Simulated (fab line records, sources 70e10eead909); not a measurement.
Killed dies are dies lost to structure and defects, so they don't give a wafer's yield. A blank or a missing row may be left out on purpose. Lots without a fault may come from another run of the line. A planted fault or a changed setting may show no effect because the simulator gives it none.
Chamber matching | flow nand_harc | NHARC_A_M0_CMP_23 on cmp-03: 4 sister chambers
The step polishes, t overpolish 20 s, target thk 113.75 nm. 8 wafers are shown with their chamber, then 7 later ones without.

WAFERS WITH THEIR CHAMBER
wafer  | chamber | motor_current_A (A) | time_to_endpoint_s (s)
L077.4 | 3       | 11.8                | 31
L077.5 | 0       | 12.5                | 33
L079.2 | 1       | 10.3                | 29
L079.4 | 0       | 12.4                | 31
L084.4 | 1       | 10.0                | 29
L084.5 | 2       | 11.6                | 30
L085.2 | 2       | 11.3                | 27
L085.3 | 3       | 11.3                | 25

WAFERS WITHOUT THEIR CHAMBER
wafer  | motor_current_A (A) | time_to_endpoint_s (s)
L085.6 | 11.5                | 27
L093.1 | 12.7                | 27
L093.2 | 11.6                | 29
L093.5 | 10.1                | 22
L097.1 | 12.5                | 25
L097.3 | 11.4                | 26
L097.5 | 11.6                | 26

WHICH CHAMBER EACH WENT THROUGH
wafer  | from the rows above          | in truth
L085.6 | can't be placed: 3 or 2      | 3
L093.1 | 0                            | 0
L093.2 | can't be placed: 3 or 2      | 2
L093.5 | 1                            | 1
L097.1 | can't be placed: 0 or 3 or 2 | 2
L097.3 | can't be placed: 3 or 2      | 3
L097.5 | can't be placed: 3 or 2      | 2
Placed correctly: 2 of 7. Can't be placed from these rows: 5 (the true chamber is among the candidates in 5). Placed wrongly: 0.
How it was worked out, from the rows above alone: a wafer's distance from a chamber is the root of the sum, over the readings, of the square of ((its reading less the chamber's mean) divided by the reading's scatter). The wafer belongs to the nearest chamber; if the next one is less than 2 further off, it can't be placed. A chamber's mean is the mean of its shown wafers. The scatter: the root of (the sum of the squares of (reading less its chamber's mean) over the shown wafers, divided by (wafers less chambers)).
